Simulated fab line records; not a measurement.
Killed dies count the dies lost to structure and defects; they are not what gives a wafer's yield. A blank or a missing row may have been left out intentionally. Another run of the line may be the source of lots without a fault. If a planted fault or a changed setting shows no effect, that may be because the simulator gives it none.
fab line records	flow n5-finfet
record: lots: 7	wafers: 21	last-day: 18
route steps=1938 shown BEOL_M2@923 BEOL_M3@931 BEOL_M4@1111 PASSIVATION@1936
lots that met no fault: from a run of the same line without faults
start-h: start of the lot's first displayed wafer, in hours after the record's first day	wait-h: hours since the lot's step before	" identical to the entry in the row above	L1.1+2: a single row standing in for several wafers	- value missing, or start not given	* or withheld: withheld	< > ~ a bound
route shown NAME@n: names a module that has steps shown in the file, with the first one's number in the route	usual: mean and standard deviation over wafers with no fault	same: alike in all rows	chamber/n: place in a boat	sites: readings site by site	_std_site: how widely they spread, as a standard deviation	_edge_site: inner sites' mean taken away from outer sites' mean	radius-mm: how far each site lies from the wafer's centre	mask NAME#n: copy n	behind: the tool/chamber that last shaped the wafer	hold: what put the lot on hold/how long, in hours/how the hold closed	device: transistor that didn't switch, given as n, p or np	end of line: the route-end tests of the same wafers	a step with no rows: only its recipe	killed: count of dies lost to structure and defects at first sort (not the wafer's yield)	map: per-die view of a wafer (x killed, . not killed, _ where there is no die)
set.NAME: the setting as run; set.NAME@STEP: as run at that earlier step	model.NAME: the simulator's own value behind a step, which no gauge read
lots at some steps of the route; a table a step, a row a wafer
services: the hour from which a tool's chamber was out of use, counted from the record's first day as start-h (under 0 if before that day), plus the number of hours and why
== steps ==
step: N5_BEOL_M2_CMP_52
recipe: stop-on: SiOC	t-overpolish-s: 6.8	down-force-psi: 1	platen-rpm: 50	clearing-platen-down-force-psi: 1.5	clearing-platen-rpm: 50	post-cmp-clean: cu-alkaline	target-thk-nm: 40	clearing-platen-pad-velocity-m-s: 0.99484	pad-velocity-m-s: 0.99484
usual: barrier-field-endpoint-s: 24.5/0.67	motor-current-A: 5.9/0.53	overpolish-run-s: 6.800/0.0087	time-to-endpoint-s: 61/3.4
same: t-overpolish-s: 6.8
lot.wafer	tool	chamber	start-h	wait-h	barrier-field-endpoint-s	motor-current-A	overpolish-run-s	time-to-endpoint-s
L230.1	cmp-04	0	151.26	0.3	25.3	6.4	6.790	69
L230.3	"	1	"	"	25.9	5.8	6.789	67
L230.4	"	2	"	"	25.5	6.1	6.816	67
L235.2	cmp-01	0	175.74	0.2	25.3	6.4	6.795	63
L235.5	"	0	"	"	24.3	6.0	6.802	62
L235.6	"	1	"	"	24.4	6.9	6.792	62
L237.3	cmp-04	2	193.01	0.2	23.5	6.6	6.800	60
L237.1	"	3	"	"	23.6	6.0	6.796	61
L237.5	"	3	"	"	24.7	5.9	6.799	61
L236.2	cmp-01	3	193.60	0.3	25.8	5.4	6.813	69
L236.4	"	0	"	"	26.0	6.8	6.784	69
L236.6	"	2	"	"	24.8	5.2	6.805	64
L248.1	cmp-02	1	257.94	0.3	23.6	6.1	6.808	57
L248.4	"	3	"	"	24.5	5.2	6.821	59
L248.3	"	0	"	"	24.4	5.4	6.798	59
L250.2	cmp-01	0	264.92	0.3	24.2	6.0	6.810	60
L250.5	"	2	"	"	24.7	5.2	6.796	56
L250.6	"	3	"	"	24.6	5.6	6.799	59
L252.3	cmp-01	2	283.53	0.2	23.0	5.5	6.810	60
L252.4	"	0	"	"	24.3	6.4	6.797	63
L252.5	"	3	"	"	24.9	5.7	6.800	65
step: N5_BEOL_M2_THK_MEAS_53
recipe: thk-meas-gauge: xrf	reads: Cu_of_BEOL_M2_ECD_50
usual: M2_THK: 39.9/1.6
lot.wafer	tool	chamber	start-h	wait-h	M2_THK[nm]
L230.1	film-metro-01	-	151.55	-	40.4
L230.3	"	-	"	"	39.2
L230.4	"	-	"	"	40.4
L235.2	film-metro-01	-	176.03	-	41.1
L235.5	"	-	"	"	40.9
L235.6	"	-	"	"	41.3
L237.1	film-metro-01	-	193.31	-	40.2
L237.3	"	-	"	"	40.8
L237.5	"	-	"	"	39.3
L236.2	film-metro-02	-	193.82	-	39.0
L236.4	"	-	"	"	38.3
L236.6	"	-	"	"	40.6
L248.1	film-metro-02	-	258.23	-	38.8
L248.3	"	-	"	"	39.3
L248.4	"	-	"	"	40.8
L250.2	film-metro-01	-	265.13	-	41.3
L250.5	"	-	"	"	43.2
L250.6	"	-	"	"	40.5
L252.3	film-metro-02	-	283.83	-	39.9
L252.4	"	-	"	"	40.6
L252.5	"	-	"	"	39.6
step: N5_BEOL_M2_PRE_CLEAN_60
recipe: gas: NH3/H2	time-s: 15	temp-c: *	rf-power-w: 300
usual: heater-power-w: 73/11	rf-fwd-power-W: 296.6/1.1
lot.wafer	tool	chamber	start-h	wait-h	heater-power-w	rf-fwd-power-W
L230.1	cvd-co-02	1	151.59	0.0	80	296.2
L230.3	"	0	"	"	53	295.3
L230.4	"	2	"	"	70	296.1
L235.2	cvd-co-01	1	176.14	0.1	85	294.5
L235.5	"	0	"	"	77	295.9
L235.6	"	2	"	"	76	298.0
L237.1	cvd-co-01	1	193.34	0.0	86	295.4
L237.3	"	0	"	"	78	297.3
L237.5	"	0	"	"	77	296.4
L236.2	cvd-co-01	1	193.86	0.0	85	295.5
L236.4	"	2	"	"	76	298.5
L236.6	"	0	"	"	78	296.5
L248.1	cvd-co-02	2	258.27	0.0	73	297.5
L248.3	"	0	"	"	54	295.9
L248.4	"	1	"	"	82	296.2
L250.2	cvd-co-02	1	265.17	0.0	81	296.5
L250.5	"	2	"	"	75	297.0
L250.6	"	1	"	"	83	296.0
L252.3	cvd-co-01	2	283.87	0.0	75	297.7
L252.4	"	1	"	"	84	296.0
L252.5	"	2	"	"	76	297.7
step: N5_BEOL_M2_CO_CAP_55
recipe: material: Co	target-thk-a: 20	temp-c: 200	precursor: CCTBA/H2	pressure-torr: 30	time-s: 102.1
step: N5_BEOL_M2_PRE_CLEAN_56
recipe: gas: NH3	time-s: 15	temp-c: withheld	rf-power-w: 300
step: N5_BEOL_M2_DEP_57
recipe: material: SiCN	target-thk-a: 80	temp-c: withheld	precursor: 3MS/NH3	pressure-torr: 3	rf-w: 202	time-s: 14
usual: chamber-pressure-Torr: 3.001/0.0058	rf-fwd-power-W: 199.2/1.3	showerhead-plenum-p-Torr: 3.669/0.016	throttle-valve-pct: 9.0/0.35
lot.wafer	tool	chamber	start-h	wait-h	chamber-pressure-Torr	rf-fwd-power-W	showerhead-plenum-p-Torr	throttle-valve-pct
L230.1	pecvd-03	0	151.74	0.0	3.002	197.0	3.654	8.9
L230.3	"	2	"	"	3.003	197.0	3.673	9.0
L230.4	"	1	"	"	2.988	199.4	3.660	9.0
L235.2	pecvd-02	1	176.30	0.0	2.993	200.7	3.670	9.5
L235.5	"	0	"	"	2.998	200.3	3.668	8.7
L235.6	"	2	"	"	3.006	196.7	3.698	9.1
L237.1	pecvd-01	2	193.50	0.0	3.016	198.9	3.660	8.1
L237.3	"	0	"	"	2.997	198.3	3.629	9.4
L237.5	"	2	"	"	3.002	199.5	3.667	8.1
L236.2	pecvd-02	2	194.01	0.0	3.002	199.0	3.704	9.0
L236.4	"	0	"	"	3.000	200.6	3.675	8.9
L236.6	"	2	"	"	3.001	198.8	3.695	9.0
L248.1	pecvd-03	1	258.43	0.0	3.005	197.8	3.660	8.9
L248.3	"	0	"	"	3.000	198.2	3.644	8.9
L248.4	"	0	"	"	2.994	198.6	3.647	9.1
L250.2	pecvd-02	2	265.33	0.0	3.010	198.4	3.697	8.5
L250.5	"	0	"	"	3.005	201.0	3.682	8.7
L250.6	"	1	"	"	2.991	201.0	3.668	9.6
L252.3	pecvd-02	2	284.04	0.0	3.003	198.7	3.691	8.7
L252.4	"	0	"	"	2.994	200.6	3.675	8.8
L252.5	"	2	"	"	2.995	197.4	3.702	8.7
step: N5_BEOL_M2_RS_MEAS_58
recipe: thk-meas-gauge: four-point-probe	reads: Co_of_BEOL_M2_CO_CAP_55+Cu_of_BEOL_M2_ECD_50+Co_of_BEOL_M2_CVD_47+TaN_of_BEOL_M2_ALD_84
usual: M2_RS: 0.68/0.036
lot.wafer	tool	chamber	start-h	wait-h	M2_RS[ohm/sq]
L230.1	film-metro-01	-	151.81	0.0	0.66
L230.3	"	-	"	"	0.69
L230.4	"	-	"	"	0.66
L235.2	film-metro-02	-	176.37	0.1	0.65
L235.5	"	-	"	"	0.66
L235.6	"	-	"	"	0.65
L237.1	film-metro-02	-	193.57	0.0	0.67
L237.3	"	-	"	"	0.66
L237.5	"	-	"	"	0.69
L236.2	film-metro-02	-	194.08	0.1	0.70
L236.4	"	-	"	"	0.72
L236.6	"	-	"	"	0.66
L248.1	film-metro-02	-	258.49	0.0	0.72
L248.3	"	-	"	"	0.70
L248.4	"	-	"	"	0.67
L250.2	film-metro-02	-	265.39	0.1	0.65
L250.5	"	-	"	"	0.61
L250.6	"	-	"	"	0.66
L252.3	film-metro-02	-	284.10	0.1	0.68
L252.4	"	-	"	"	0.67
L252.5	"	-	"	"	0.68
step: N5_BEOL_M2_INSPECT_59
recipe: inspect-instrument: darkfield	mode: post-dep
usual: raw-defect-count: 74/24
lot.wafer	tool	chamber	start-h	wait-h	raw-defect-count
L230.1	defect-inspect-02	-	151.84	0.0	29
L230.3	"	-	"	"	49
L230.4	"	-	"	"	63
L235.2	defect-inspect-02	-	176.39	0.0	33
L235.5	"	-	"	"	64
L235.6	"	-	"	"	76
L237.1	defect-inspect-02	-	193.59	0.0	66
L237.3	"	-	"	"	71
L237.5	"	-	"	"	70
L236.2	defect-inspect-02	-	194.11	0.0	78
L236.4	"	-	"	"	57
L236.6	"	-	"	"	102
L248.1	defect-inspect-01	-	258.52	0.0	90
L248.3	"	-	"	"	105
L248.4	"	-	"	"	119
L250.2	defect-inspect-01	-	265.42	0.0	79
L250.5	"	-	"	"	82
L250.6	"	-	"	"	79
L252.3	defect-inspect-01	-	284.13	0.0	94
L252.4	"	-	"	"	61
L252.5	"	-	"	"	89
step: N5_BEOL_M3_ILD_DEP_00
recipe: material: SiOC	target-thk-a: 790	temp-c: 350	precursor: DEMS/O2	pressure-torr: 5	rf-w: 500	time-s: 15.3
usual: chamber-pressure-Torr: 5.000/0.011	heater-power-w: 503/83	rf-fwd-power-W: 492.6/3	showerhead-plenum-p-Torr: 5.695/0.015	throttle-valve-pct: 11.7/0.43
lot.wafer	tool	chamber	start-h	wait-h	chamber-pressure-Torr	heater-power-w	rf-fwd-power-W	showerhead-plenum-p-Torr	throttle-valve-pct
L230.1	pecvd-02	2	151.87	0.0	5.004	462	491.5	5.742	12.2
L230.3	"	0	"	"	4.987	440	495.9	5.715	11.6
L230.4	"	2	"	"	4.994	458	492.1	5.730	12.2
L235.2	pecvd-03	1	176.43	0.0	5.013	518	492.0	5.698	11.5
L235.5	"	2	"	"	4.996	627	489.4	5.693	11.8
L235.6	"	1	"	"	5.001	506	493.5	5.694	11.9
L237.1	pecvd-02	2	193.63	0.0	5.016	463	492.3	5.737	12.1
L237.3	"	1	"	"	5.005	500	497.0	5.693	12.0
L237.5	"	0	"	"	4.997	485	493.3	5.698	11.7
L236.2	pecvd-03	1	194.14	0.0	4.994	451	492.4	5.691	12.0
L236.4	"	2	"	"	4.988	600	490.7	5.693	11.8
L236.6	"	0	"	"	5.007	585	492.4	5.661	11.8
L248.1	pecvd-04	2	258.56	0.0	5.023	590	494.4	5.693	11.1
L248.3	"	1	"	"	4.994	409	495.2	5.693	11.6
L248.4	"	0	"	"	5.012	426	495.9	5.700	12.2
L250.2	pecvd-04	2	265.46	0.0	5.000	576	491.8	5.683	11.0
L250.5	"	2	"	"	4.983	591	489.5	5.694	10.9
L250.6	"	0	"	"	4.997	380	493.9	5.711	12.0
L252.3	pecvd-04	2	284.16	0.0	5.003	583	492.8	5.699	10.9
L252.4	"	0	"	"	4.984	412	493.8	5.701	12.2
L252.5	"	2	"	"	4.999	562	492.4	5.693	10.7
step: N5_BEOL_M3_THK_MEAS_01
recipe: reads: SiOC_of_BEOL_M3_ILD_DEP_00
usual: M3_ILD_THK: 79.2/1.1
lot.wafer	tool	chamber	start-h	wait-h	M3_ILD_THK[nm]
L230.1	film-metro-01	-	151.94	0.0	78.3
L230.3	"	-	"	"	78.6
L230.4	"	-	"	"	78.9
L235.2	film-metro-01	-	176.50	0.1	77.6
L235.5	"	-	"	"	78.8
L235.6	"	-	"	"	78.9
L237.1	film-metro-01	-	193.70	0.0	77.9
L237.3	"	-	"	"	78.4
L237.5	"	-	"	"	80.1
L236.2	film-metro-01	-	194.21	0.1	79.1
L236.4	"	-	"	"	79.1
L236.6	"	-	"	"	79.5
L248.1	film-metro-02	-	258.62	0.0	80.3
L248.3	"	-	"	"	78.1
L248.4	"	-	"	"	79.7
L250.2	film-metro-02	-	265.54	0.1	80.1
L250.5	"	-	"	"	80.6
L250.6	"	-	"	"	78.0
L252.3	film-metro-02	-	284.23	0.1	79.5
L252.4	"	-	"	"	78.4
L252.5	"	-	"	"	80.8
step: N5_BEOL_M3_PECVD_72
recipe: material: SiO2	target-thk-a: 160	temp-c: 400	precursor: TEOS/O2	pressure-torr: 5.5	rf-w: 450	teos-flow-sccm: 53.8	gas: O2	flow-sccm: 3000	time-s: 18
usual: chamber-pressure-Torr: 5.502/0.012	heater-power-w: 739/110	rf-fwd-power-W: 443.7/2.6	showerhead-plenum-p-Torr: 8.79/0.051	throttle-valve-pct: 22.0/0.79
lot.wafer	tool	chamber	start-h	wait-h	chamber-pressure-Torr	heater-power-w	rf-fwd-power-W	showerhead-plenum-p-Torr	throttle-valve-pct
L230.1	pecvd-03	2	151.98	0.0	5.502	889	437.4	8.80	22.0
L230.3	"	1	"	"	5.486	693	442.7	8.72	21.8
L230.4	"	1	"	"	5.496	723	443.7	8.77	22.0
L235.2	pecvd-04	2	176.53	0.0	5.505	800	442.2	8.79	20.2
L235.5	"	0	"	"	5.495	664	444.6	8.81	22.7
L235.6	"	2	"	"	5.527	810	441.7	8.78	20.4
L237.1	pecvd-04	1	193.73	0.0	5.507	597	444.6	8.78	22.1
L237.3	"	2	"	"	5.497	886	442.9	8.78	20.4
L237.5	"	1	"	"	5.520	584	447.2	8.78	21.8
L236.2	pecvd-04	1	194.25	0.0	5.506	557	448.4	8.76	21.9
L236.4	"	2	"	"	5.497	753	442.0	8.77	20.7
L236.6	"	1	"	"	5.487	576	447.7	8.79	21.9
L248.1	pecvd-02	1	258.66	0.0	5.496	745	445.6	8.81	23.5
L248.3	"	0	"	"	5.512	748	445.2	8.82	21.9
L248.4	"	1	"	"	5.508	754	446.7	8.84	23.4
L250.2	pecvd-03	1	265.58	0.0	5.509	758	441.8	8.77	21.9
L250.5	"	2	"	"	5.502	931	439.3	8.80	22.5
L250.6	"	1	"	"	5.509	725	441.9	8.78	22.1
L252.3	pecvd-03	2	284.27	0.0	5.498	889	440.3	8.77	22.2
L252.4	"	2	"	"	5.514	925	441.2	8.78	22.2
L252.5	"	1	"	"	5.497	721	441.8	8.76	22.2
step: N5_BEOL_M3_HM_DEP_02
recipe: material: TiN	target-thk-a: 200	temp-c: 25	chamber-pressure-pa: 0.49996
step: N5_BEOL_M3_COAT_61
recipe: resist: SOC	temp-c: 250	time-s: 60	spin-rpm: 1500	resist-thk-nm: 60
usual: run-length-s: 66.05/0.13
lot.wafer	tool	chamber	start-h	wait-h	run-length-s
L230.1	litho-track-04	0	153.80	0.1	65.95
L230.3	"	0	"	"	66.02
L230.4	"	0	"	"	66.09
L235.2	litho-track-03	0	180.57	0.1	70.51
L235.5	"	0	"	"	65.90
L235.6	"	0	"	"	65.89
L237.1	litho-track-03	0	193.96	0.1	66.19
L237.3	"	0	"	"	70.33
L237.5	"	0	"	"	66.12
L236.2	litho-track-03	0	194.43	0.1	70.37
L236.4	"	0	"	"	70.22
L236.6	"	0	"	"	65.89
L248.1	litho-track-01	0	260.87	0.1	66.12
L248.3	"	0	"	"	66.25
L248.4	"	0	"	"	66.11
L250.2	litho-track-03	0	265.98	0.1	66.22
L250.5	"	0	"	"	65.97
L250.6	"	0	"	"	65.95
L252.3	litho-track-04	0	284.53	0.1	66.09
L252.4	"	0	"	"	65.99
L252.5	"	0	"	"	65.97
step: N5_BEOL_M3_COAT_62
recipe: resist: SiARC	temp-c: 220	time-s: 60	spin-rpm: 1500	resist-thk-nm: 12
step: N5_BEOL_M4_RC_MEAS_101
usual: DIBL_N: 36.0/1.7	DIBL_P: 36.0/2	IOFF_N: 0.156/0.028	IOFF_P: 0.21/0.04	ION_N: 673/12	ION_P: 463/8.3	SS_N: 71.4/0.6	SS_P: 73.3/0.66	VT_N: 250/3	VT_P: -250/3.8
lot.wafer	tool	chamber	start-h	wait-h	DIBL_N[mV/V]	DIBL_P[mV/V]	IOFF_N[nA/um]	IOFF_P[nA/um]	ION_N[uA/um]	ION_P[uA/um]	SS_N[mV/dec]	SS_P[mV/dec]	VT_N[mV]	VT_P[mV]
L230.1	prober-01	0	173.37	0.0	36.9	36.3	0.148	0.22	661	457	72.5	72.9	253	-252
L230.3	"	0	"	"	37.2	36.3	0.176	0.23	684	467	71.7	73.3	247	-249
L230.4	"	0	"	"	36.2	36.1	0.156	0.22	675	467	71.7	72.9	249	-248
L235.2	prober-02	0	203.50	0.2	36.6	35.4	0.152	0.20	679	464	70.9	73.1	251	-252
L235.5	"	0	"	"	37.0	37.2	0.158	0.23	661	459	72.0	74.2	253	-249
L235.6	"	0	"	"	38.1	37.0	0.174	0.23	684	462	71.4	74.4	250	-250
L237.1	prober-02	0	207.88	0.0	37.3	35.2	0.166	0.20	661	455	72.5	73.8	252	-251
L237.3	"	0	"	"	36.4	35.3	0.167	0.21	680	473	71.4	74.1	249	-250
L237.5	"	0	"	"	36.3	35.7	0.160	0.22	676	468	70.8	74.0	251	-248
L236.2	prober-01	0	209.64	0.2	35.6	34.4	0.140	0.19	680	467	72.3	72.9	249	-255
L236.4	"	0	"	"	36.7	35.7	0.151	0.20	672	460	71.5	73.1	252	-249
L236.6	"	0	"	"	38.4	37.1	0.189	0.22	681	459	72.7	73.4	249	-253
L248.1	prober-02	0	289.46	0.0	36.7	36.6	0.148	0.21	660	449	70.5	74.0	249	-251
L248.3	"	0	"	"	35.5	36.0	0.147	0.20	680	464	70.5	73.3	249	-251
L248.4	"	0	"	"	34.5	33.5	0.130	0.17	662	452	70.3	72.1	253	-253
L250.2	prober-02	0	296.77	0.2	36.9	37.8	0.172	0.25	665	457	71.5	73.4	248	-247
L250.5	"	0	"	"	34.1	34.9	0.133	0.20	667	469	70.3	73.2	250	-247
L250.6	"	0	"	"	35.9	36.5	0.173	0.23	667	461	71.0	73.6	246	-245
L252.3	prober-02	0	312.89	0.3	37.0	38.0	0.186	0.23	682	463	71.3	73.9	247	-249
L252.4	"	0	"	"	38.8	40.0	0.218	0.26	711	480	72.0	74.3	244	-247
L252.5	"	0	"	"	36.3	37.7	0.167	0.21	698	474	71.3	73.4	250	-252
step: N5_PASSIVATION_PROBE_49
usual: defect-limited-yield: 91.6/1.6	killed_at_M0_to_M3: 31/10	killed_at_M4_up: 14/6.3	killed-at-contacts: 12/6.1	killed-at-front-end: 39/12	killed-at-other: 3.7/2.8	killed-dies: 100/19	killed-open: 66/14	killed-short: 33/8.1	sort_bin_5_function: 5.0/1.1	sort_bin_6_memory: 3.2/0.66	sort-n-pass: 1080/18	sort-yield-pct: 91.6/1.6
same: gross-dies: 1180	killed-at-back-side: 0	sort_bin_4_leakage[%]: 0	sort_bin_8_speed[%]: 0
lot.wafer	tool	chamber	start-h	wait-h	defect-limited-yield[%]	killed_at_M0_to_M3	killed_at_M4_up	killed-at-contacts	killed-at-front-end	killed-at-other	killed-dies	killed-open	killed-short	sort_bin_5_function[%]	sort_bin_6_memory[%]	sort-n-pass	sort-yield-pct[%]
L235.2	prober-02	-	304.58	0.1	93.6	21	6	10	38	1	76	60	13	3.6	2.7	1104	93.6
L235.5	prober-02	-	304.73	0.2	91.3	28	8	8	53	6	103	72	29	5.5	3.1	1077	91.3
L235.6	prober-02	-	304.78	0.3	91.4	30	13	7	43	9	102	58	41	4.8	3.4	1078	91.4
L236.2	prober-02	-	314.54	0.1	91.4	39	13	7	34	9	102	63	36	4.2	3.9	1078	91.4
L236.4	prober-02	-	314.64	0.2	91.9	35	21	6	32	2	96	63	33	5.3	2.5	1084	91.9
L236.6	prober-02	-	314.74	0.3	88.2	48	15	12	54	10	139	95	43	6.4	4.7	1041	88.2
L248.1	prober-01	-	393.20	0.0	91.9	13	24	10	42	6	95	68	27	4.7	3.1	1085	91.9
L248.3	prober-01	-	393.30	0.1	90.0	32	9	29	45	3	118	89	27	5.8	4.1	1062	90.0
L248.4	prober-01	-	393.35	0.2	93.3	23	13	17	26	0	79	53	26	3.9	2.5	1101	93.3
killed by level:class
L235.2 STI_FIN_REVEAL:geometric-particle:open=16 FIN_SAQP:geometric-particle:open=9 MOL_CONTACT_COAG:geometric-particle:open=9 BEOL_M0_SAQP:geometric-particle:open=5 BEOL_M3:geometric-particle:open=5 BEOL_M0_SAQP:geometric-particle:short=4 BEOL_M1:geometric-particle:open=3 BEOL_M4:geometric-particle:open=3
L235.5 FIN_SAQP:geometric-particle:open=13 STI_FIN_REVEAL:geometric-particle:open=12 BEOL_M1:geometric-particle:open=9 MOL_CONTACT_COAG:geometric-particle:open=7 FIN_SAQP:geometric-particle:short=5 STI_FIN_REVEAL:geometric-particle:short=4 DUMMY_GATE:geometric-particle:short=4 GATE_CUT:geometric-particle:open=4
L235.6 FIN_SAQP:geometric-particle:open=8 FIN_SAQP:geometric-particle:short=8 BEOL_M0_SAQP:geometric-particle:short=8 BEOL_M3:geometric-particle:open=6 GATE_CUT:geometric-particle:short=6 BEOL_M5:geometric-particle:open=6 STI_FIN_REVEAL:geometric-particle:open=5 MOL_CONTACT_COAG:geometric-particle:open=5
L236.2 BEOL_M0_SAQP:geometric-particle:short=9 BEOL_M0_SAQP:geometric-particle:open=8 BEOL_M1:geometric-particle:open=7 FIN_SAQP:geometric-particle:open=6 MOL_CONTACT_COAG:geometric-particle:open=6 FIN_SAQP:geometric-particle:short=5 BEOL_M3:geometric-particle:open=5 BEOL_M4:geometric-particle:open=5
L236.4 FIN_SAQP:geometric-particle:short=12 BEOL_M3:geometric-particle:open=11 BEOL_M4:geometric-particle:open=7 FIN_SAQP:geometric-particle:open=5 MOL_CONTACT_COAG:geometric-particle:open=5 BEOL_M0_SAQP:geometric-particle:short=5 BEOL_M0:geometric-particle:open=5 BEOL_M2:geometric-particle:open=5
L236.6 BEOL_M3:geometric-particle:open=23 FIN_SAQP:geometric-particle:short=14 FIN_SAQP:geometric-particle:open=12 MOL_CONTACT_COAG:geometric-particle:open=11 STI_FIN_REVEAL:geometric-particle:open=7 BEOL_M0_SAQP:geometric-particle:short=6 BEOL_M0_SAQP:geometric-particle:open=6 BEOL_M2:geometric-particle:open=6
L248.1 BEOL_M5:geometric-particle:open=12 STI_FIN_REVEAL:geometric-particle:open=11 MOL_CONTACT_COAG:geometric-particle:open=10 BEOL_M1:geometric-particle:open=9 GATE_CUT:geometric-particle:short=7 FIN_SAQP:geometric-particle:short=5 FIN_SAQP:geometric-particle:open=5 STARTING-WAFER:geometric-particle:open=5
L248.3 MOL_CONTACT_COAG:geometric-particle:open=25 STI_FIN_REVEAL:geometric-particle:open=14 FIN_SAQP:geometric-particle:open=10 BEOL_M3:geometric-particle:open=10 BEOL_M0_SAQP:geometric-particle:short=8 BEOL_M0_SAQP:geometric-particle:open=7 FIN_SAQP:geometric-particle:short=5 DUMMY_GATE:geometric-particle:open=4
L248.4 MOL_CONTACT_COAG:geometric-particle:open=11 STI_FIN_REVEAL:geometric-particle:open=7 FIN_SAQP:geometric-particle:open=6 MOL_CONTACT_COAG:geometric-particle:short=6 BEOL_M0_SAQP:geometric-particle:short=6 BEOL_M0_SAQP:geometric-particle:open=5 BEOL_M4:geometric-particle:open=4 FIN_SAQP:geometric-particle:short=3
== services ==
tool	chamber	start-h	hours	kind
pecvd-04	0	128.27	5.5	scheduled-down
cmp-02	-	145.88	3.5	pm
cmp-04	-	152.57	1.3	repair
cmp-04	-	176.96	4.8	pm
cmp-02	-	179.48	2.3	repair
pecvd-03	0	188.27	5.0	repair
pecvd-02	2	191.46	2.1	scheduled-down
pecvd-03	0	202.08	2.1	scheduled-down
pecvd-02	-	206.05	3.1	repair
pecvd-02	2	215.16	-	clean
pecvd-02	2	215.16	-	consumable-replace:showerhead
pecvd-02	2	215.16	29.0	scheduled-down
pecvd-02	2	215.16	29.0	vent-cycle
pecvd-02	-	217.20	2.8	pm
cmp-01	-	221.34	4.7	pm
cmp-04	-	223.57	4.0	pm
pecvd-03	-	230.62	5.5	pm
pecvd-02	1	235.00	3.7	repair
cmp-02	-	240.06	4.0	pm
cmp-04	-	247.54	5.0	repair
cvd-co-01	1	257.55	8.4	repair
pecvd-04	1	265.09	6.4	repair
pecvd-04	0	266.24	2.1	scheduled-down
pecvd-02	2	267.67	5.0	scheduled-down
== key ==
first-sign: step: N5_BEOL_M3_COAT_61	reading: run-length-s	direction: up	sigmas: 32	usual: *	struck: *
effect none on later readings
met-at N5_BEOL_M3_COAT_61
struck-wafers L235.2,L236.2,L236.4,L237.3
fault: kind: process-parameter-drift	tool: litho-track-03	chamber: -	onset-h: 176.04	steps: N5_BEOL_M3_COAT_61	channel: time-s	offset: *	shape: step	end-h: 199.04	scope: struck-wafers-only	acts-in: *	stated: *
